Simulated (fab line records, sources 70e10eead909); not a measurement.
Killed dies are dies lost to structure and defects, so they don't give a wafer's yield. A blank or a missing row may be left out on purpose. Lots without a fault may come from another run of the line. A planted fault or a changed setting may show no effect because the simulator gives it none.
fab line records | flow nand_harc | part 2 of 2: steps 24 to 30 of 30
record lots=5 wafers=15 last_day=33
route steps=1302 shown A_STAIRCASE@684
lots that met no fault: from a run of the same line without faults
start_h: hours from the record's first day to the start of the lot's first wafer shown | wait_h: hours since the lot's step before | " the same as in the row above | L1.1+2: a row that stands for several wafers | - no value, or no start given | * or withheld: withheld | < > ~ a bound
route shown NAME@n: a module of which the file shows steps, and the number in the route of the first | usual: mean/standard deviation of fault-free wafers | same: alike in all rows | chamber/n: place in a boat | sites: the reading at each site | _std_site: their standard deviation | _edge_site: outer sites' mean less inner sites' | radius_mm: how far each site lies from the wafer's centre | mask NAME#n: copy n | behind: the tool/chamber that last shaped the wafer | hold: why the lot was held/for how many hours/how that ended | device: the transistor (n, p or np) that didn't switch | end of line: the same wafers' tests at the end of the route | a step without rows: its recipe alone | killed: dies lost to structure and defects at the first sort, not the wafer's yield | map: a wafer's dies, x killed, . not, _ none there
set.NAME: the setting as run; set.NAME@STEP: as run at that earlier step | model.NAME: the simulator's own value behind a step, which no gauge read
lots at some steps of the route; a table a step, a row a wafer
services: from which hour (start_h, from the record's first day; less than 0 if before it) a tool's chamber was out of use, for how many hours, and why
## steps
# step NHARC_A_STAIRCASE_TRIM_196
# recipe time_s=211.2 o2_flow_sccm=500 ar_flow_sccm=0 bias_w=0 chemistry=O2
# usual drypump_motor_current_A=5.6/0.46 oes_product_au=1.001/0.0067 rf_vpp_V=57.7/0.9 showerhead_plenum_p_Torr=3.55/0.15 throttle_valve_pct=17.036/0.0084
# columns lot.wafer tool chamber start_h wait_h drypump_motor_current_A oes_product_au rf_hours_counter_h rf_vpp_V showerhead_plenum_p_Torr throttle_valve_pct
L076.3 rie_diel-04 1 396.12 0.1 4.8 1.011 8 56.6 3.77 17.028
L076.2 " 2 " " 5.6 1.010 10 57.1 3.48 17.031
L076.6 " 3 " " 5.9 0.998 - 57.6 3.80 17.033
L085.3 rie_diel-08 0 469.05 0.1 5.4 0.992 28 58.0 3.35 17.043
L085.1 " 3 " " 5.2 1.003 28 56.4 3.52 17.037
L085.5 " 0 " " 5.4 1.001 - 57.9 3.35 17.041
L089.3 rie_diel-04 3 510.48 0.1 5.9 0.996 44 57.4 3.78 17.038
L089.4 " 0 " " 5.7 1.005 42 58.6 3.41 17.053
L089.5 " 1 " " 4.9 1.000 - 59.6 3.75 17.034
L087.3 rie_diel-09 0 511.16 0.1 5.8 0.998 1 57.9 3.40 17.051
L087.4 " 1 " " 5.6 0.992 1 58.1 3.53 17.030
L087.2 " 2 " " 4.9 0.992 1 58.0 3.57 17.037
L096.3 rie_diel-09 2 589.28 0.1 4.9 1.008 28 57.6 3.56 17.036
L096.4 " 3 " " 6.5 1.000 29 57.5 3.62 17.039
L096.6 " 1 " " 5.6 0.997 - 56.8 3.51 17.023
# step NHARC_A_STAIRCASE_ETCH_197
# recipe target_depth_a=1000 time_s=40.5 ion_energy_ev=400 c4f8_flow_sccm=20 o2_flow_sccm=10 ar_flow_sccm=withheld rf_w=600 bias_w=1000 chemistry=C4F8/O2
# usual oes_product_au=0.950/0.015 rf_vpp_V=896/5.2
# columns lot.wafer tool chamber start_h wait_h oes_product_au rf_hours_counter_h rf_vpp_V
L076.3 rie_diel-04 1 - - 0.959 8 904
L076.2 " 2 " " 0.953 10 895
L076.6 " 1 " " 0.962 - 904
L085.1 rie_diel-08 3 - - 0.974 28 896
L085.3 " 1 " " 0.968 30 907
L085.5 " 3 " " 0.974 - 895
L089.4 rie_diel-04 0 - - 0.946 42 892
L089.3 " 1 " " 0.946 41 905
L089.5 " 0 " " 0.944 - 893
L087.2 rie_diel-09 2 - - 0.951 1 899
L087.4 " 3 " " 0.943 1 899
L087.3 " 0 " " 0.938 1 892
L096.3 rie_diel-09 3 - - 0.982 29 899
L096.4 " 1 " " 0.964 29 894
L096.6 " 0 " " 0.972 - 892
# step NHARC_A_STAIRCASE_TRIM_198
# recipe time_s=211.2 o2_flow_sccm=500 ar_flow_sccm=0 bias_w=0 chemistry=O2
# usual drypump_motor_current_A=5.6/0.46 oes_product_au=0.999/0.0074 rf_vpp_V=57.8/0.83 showerhead_plenum_p_Torr=3.55/0.15 throttle_valve_pct=17.038/0.0095
# columns lot.wafer tool chamber start_h wait_h drypump_motor_current_A oes_product_au rf_hours_counter_h rf_vpp_V showerhead_plenum_p_Torr throttle_valve_pct
L076.2 rie_diel-04 2 - - 5.6 0.998 10 58.2 3.48 17.042
L076.3 " 3 " " 5.9 0.993 11 57.2 3.80 17.040
L076.6 " 2 " " 5.6 0.997 - 58.1 3.48 17.039
L085.1 rie_diel-08 0 - - 5.4 0.996 28 56.6 3.35 17.040
L085.3 " 1 " " 6.0 1.011 30 58.6 3.79 17.038
L085.5 " 3 " " 5.3 1.000 - 58.6 3.52 17.018
L089.3 rie_diel-04 1 - - 4.9 0.988 41 59.4 3.75 17.032
L089.4 " 3 " " 5.9 0.984 44 58.3 3.78 17.036
L089.5 " 1 " " 4.8 0.999 - 58.6 3.75 17.039
L087.3 rie_diel-09 3 - - 6.5 1.003 1 58.0 3.63 17.038
L087.2 " 0 " " 5.8 0.995 1 58.4 3.40 17.033
L087.4 " 2 " " 4.9 0.999 1 57.8 3.57 17.048
L096.3 rie_diel-09 1 - - 5.6 0.999 29 57.5 3.51 17.035
L096.4 " 2 " " 4.9 1.011 28 57.6 3.56 17.044
L096.6 " 1 " " 5.6 0.988 - 58.8 3.51 17.051
# step NHARC_A_STAIRCASE_ETCH_199
# recipe target_depth_a=1000 time_s=40.5 ion_energy_ev=400 c4f8_flow_sccm=20 o2_flow_sccm=10 ar_flow_sccm=withheld rf_w=600 bias_w=1000 chemistry=C4F8/O2
# usual oes_product_au=0.946/0.011 rf_vpp_V=897/5.4
# columns lot.wafer tool chamber start_h wait_h oes_product_au rf_hours_counter_h rf_vpp_V
L076.2 rie_diel-04 3 - - 0.927 11 907
L076.3 " 1 " " 0.959 8 904
L076.6 " 3 " " 0.933 - 906
L085.3 rie_diel-08 3 - - 0.949 28 896
L085.1 " 1 " " 0.961 30 906
L085.5 " 2 " " 0.948 - 890
L089.3 rie_diel-04 2 - - 0.957 43 893
L089.4 " 3 " " 0.956 44 906
L089.5 " 1 " " 0.945 - 904
L087.2 rie_diel-09 3 - - 0.941 1 899
L087.4 " 0 " " 0.932 1 892
L087.3 " 1 " " 0.956 1 898
L096.4 rie_diel-09 2 - - 0.954 28 897
L096.3 " 3 " " 0.971 29 899
L096.6 " 3 " " 0.969 - 900
# step NHARC_A_STAIRCASE_TRIM_200
# recipe time_s=211.2 o2_flow_sccm=500 ar_flow_sccm=0 bias_w=0 chemistry=O2
# usual drypump_motor_current_A=5.5/0.44 oes_product_au=0.999/0.0078 rf_vpp_V=57.8/0.9 showerhead_plenum_p_Torr=3.55/0.15 throttle_valve_pct=17.035/0.0092
# columns lot.wafer tool chamber start_h wait_h drypump_motor_current_A oes_product_au rf_hours_counter_h rf_vpp_V showerhead_plenum_p_Torr throttle_valve_pct
L076.3 rie_diel-04 3 - - 5.9 0.998 11 57.9 3.80 17.041
L076.2 " 2 " " 5.6 0.986 10 57.2 3.48 17.058
L076.6 " 0 " " 5.7 0.995 - 56.7 3.43 17.047
L085.3 rie_diel-08 2 - - 5.3 1.003 31 58.1 3.36 17.029
L085.1 " 0 " " 5.4 0.997 28 56.3 3.35 17.020
L085.5 " 1 " " 6.0 1.005 - 59.4 3.79 17.036
L089.3 rie_diel-04 2 - - 5.6 0.995 43 58.2 3.46 17.042
L089.4 " 0 " " 5.7 0.996 42 56.8 3.42 17.032
L089.5 " 2 " " 5.6 0.983 - 57.8 3.46 17.037
L087.4 rie_diel-09 1 - - 5.6 0.987 1 59.4 3.53 17.027
L087.2 " 2 " " 4.9 1.003 1 58.4 3.57 17.033
L087.3 " 3 " " 6.5 0.995 1 57.4 3.63 17.049
L096.4 rie_diel-09 1 - - 5.5 0.997 29 59.2 3.51 17.035
L096.3 " 3 " " 6.4 0.993 29 57.6 3.62 17.028
L096.6 " 1 " " 5.6 0.987 - 58.4 3.51 17.030
# step NHARC_A_STAIRCASE_ETCH_201
# recipe target_depth_a=1000 time_s=40.5 ion_energy_ev=400 c4f8_flow_sccm=20 o2_flow_sccm=10 ar_flow_sccm=withheld rf_w=600 bias_w=1000 chemistry=C4F8/O2
# usual oes_product_au=0.944/0.011 rf_vpp_V=897/5.2
# columns lot.wafer tool chamber start_h wait_h oes_product_au rf_hours_counter_h rf_vpp_V
L076.2 rie_diel-04 1 - - 0.956 8 904
L076.3 " 2 " " 0.937 10 894
L076.6 " 1 " " 0.960 - 904
L085.1 rie_diel-08 3 - - 0.954 28 895
L085.3 " 0 " " 0.944 28 889
L085.5 " 3 " " 0.961 - 898
L089.4 rie_diel-04 0 - - 0.929 42 893
L089.3 " 2 " " 0.924 44 894
L089.5 " 0 " " 0.936 - 890
L087.4 rie_diel-09 3 - - 0.950 1 901
L087.2 " 0 " " 0.939 1 891
L087.3 " 2 " " 0.947 1 897
L096.3 rie_diel-09 3 - - 0.957 29 899
L096.4 " 1 " " 0.936 30 894
L096.6 " 3 " " 0.967 - 899
# step NHARC_A_STAIRCASE_TRIM_202
# recipe time_s=211.2 o2_flow_sccm=500 ar_flow_sccm=0 bias_w=0 chemistry=O2
# usual drypump_motor_current_A=5.6/0.47 oes_product_au=1.000/0.0075 rf_vpp_V=57.7/0.96 showerhead_plenum_p_Torr=3.55/0.15 throttle_valve_pct=17.036/0.0092
# columns lot.wafer tool chamber start_h wait_h drypump_motor_current_A oes_product_au rf_hours_counter_h rf_vpp_V showerhead_plenum_p_Torr throttle_valve_pct
L076.3 rie_diel-04 2 - - 5.6 0.993 10 58.3 3.48 17.053
L076.2 " 0 " " 5.7 1.018 9 57.2 3.43 17.020
L076.6 " 2 " " 5.6 1.001 - 58.3 3.48 17.049
L085.3 rie_diel-08 0 - - 5.4 0.990 28 58.1 3.35 17.034
L085.1 " 2 " " 5.2 0.997 31 56.1 3.36 17.032
L085.5 " 0 " " 5.4 1.001 - 57.8 3.35 17.051
L089.4 rie_diel-04 3 - - 5.9 0.988 44 58.7 3.78 17.042
L089.3 " 0 " " 5.7 1.013 42 57.1 3.42 17.023
L089.5 " 2 " " 5.5 0.996 - 55.3 3.46 17.030
L087.3 rie_diel-09 1 - - 5.6 0.996 1 58.3 3.53 17.035
L087.2 " 2 " " 4.9 1.000 1 57.7 3.57 17.047
L087.4 " 0 " " 5.8 0.983 1 58.2 3.40 17.039
L096.3 rie_diel-09 2 - - 4.9 1.002 28 58.9 3.56 17.025
L096.4 " 0 " " 5.8 0.997 30 58.2 3.38 17.020
L096.6 " 1 " " 5.6 0.994 - 57.8 3.51 17.041
## services
# columns tool chamber start_h hours kind
rie_diel-09 3 373.48 24.5 repair
rie_diel-08 - 381.63 0.2 repair
litho_track-02 - 402.01 7.0 pm
wet_bench-02 - 420.00 8.0 pm
litho_track-07 - 426.00 7.0 pm
plasma_asher-02 - 426.23 9.0 pm
wet_bench-05 - 436.83 8.0 pm
krf_scanner-02 - 438.00 4.0 pm
krf_scanner-04 - 444.31 0.9 repair
litho_track-05 - 474.00 7.0 pm
wet_bench-05 - 476.32 6.2 repair
rie_diel-09 - 482.29 0.9 repair
krf_scanner-01 - 484.00 4.0 pm
rie_diel-09 - 497.53 9.0 pm
wet_bench-05 - 510.16 3.8 repair
plasma_asher-01 - 519.40 9.0 pm
krf_scanner-04 - 526.00 4.0 pm
wet_bench-09 - 528.80 8.0 pm
rie_diel-04 - 534.07 9.0 pm
rie_diel-08 - 544.83 9.0 pm
wet_bench-02 - 553.56 3.3 repair
krf_scanner-01 - 556.73 2.0 repair
krf_scanner-01 - 569.31 7.9 repair
litho_track-02 - 577.01 7.0 pm
